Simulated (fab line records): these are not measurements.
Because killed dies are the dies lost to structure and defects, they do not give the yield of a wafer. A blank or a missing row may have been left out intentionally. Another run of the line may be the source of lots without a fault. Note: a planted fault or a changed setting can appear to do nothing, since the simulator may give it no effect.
Matching of chambers ; flow n5_finfet ; N5_HKMG_FIN_HK_ALD_01 on ald_hk-03: 4 sister chambers
The step deposits HfO2, target thk 1.6 nm, pulse time 3 s, purge time 3 s. 18 wafers are shown with their chamber, then 9 later ones without.

WAFERS PAIRED WITH THEIR CHAMBERS
wafer;chamber;precursor_pulse_height_rel
L523.2;3;0.998
L523.3;2;1.005
L523.4;0;0.998
L524.1;1;1.002
L524.4;0;1.008
L524.5;1;0.954
L527.3;2;1.003
L527.5;1;1.005
L527.6;0;0.987
L528.1;2;0.980
L528.4;1;1.015
L528.6;1;0.974
L533.1;1;1.001
L533.2;0;0.980
L533.3;2;0.984
L539.1;3;1.035
L539.5;0;1.000
L539.6;1;1.022

SIGNATURES, as means of the wafers listed above
reading;chamber 0;chamber 1;chamber 2;chamber 3;scatter within a chamber
precursor_pulse_height_rel;0.99460;0.99614;0.99300;1.01650;0.0191
Rule: for a wafer and a chamber, the distance is found by dividing, reading by reading, the gap between the wafer's reading and the chamber's mean by the reading's scatter, squaring, summing and taking the root. If the next closest chamber is less than 2 further off than the closest, the wafer can't be placed; otherwise it belongs to the closest. The scatter: take each reading less its chamber's mean, square it, sum over the shown wafers, divide by the number of wafers less the number of chambers, and take the root.

WAFERS MISSING THEIR CHAMBER
wafer;precursor_pulse_height_rel
L540.1;1.019
L540.3;0.981
L540.4;0.993
L541.2;1.007
L541.4;0.935
L541.5;0.982
L542.1;1.025
L542.3;1.005
L542.6;1.006

WHICH CHAMBER EACH WENT THROUGH
wafer;from the rows above;in truth
L540.1;can't be placed: 3 or 1 or 0 or 2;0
L540.3;can't be placed: 2 or 0 or 1 or 3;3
L540.4;can't be placed: 2 or 0 or 1 or 3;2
L541.2;can't be placed: 3 or 1 or 0 or 2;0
L541.4;can't be placed: 2 or 0 or 1 or 3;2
L541.5;can't be placed: 2 or 0 or 1 or 3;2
L542.1;can't be placed: 3 or 1 or 0 or 2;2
L542.3;can't be placed: 1 or 0 or 3 or 2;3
L542.6;can't be placed: 1 or 3 or 0 or 2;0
Placed correctly: 0 of 9. Not placeable from these rows: 9 (in 9, the candidates include the true chamber). Wrongly placed: 0.
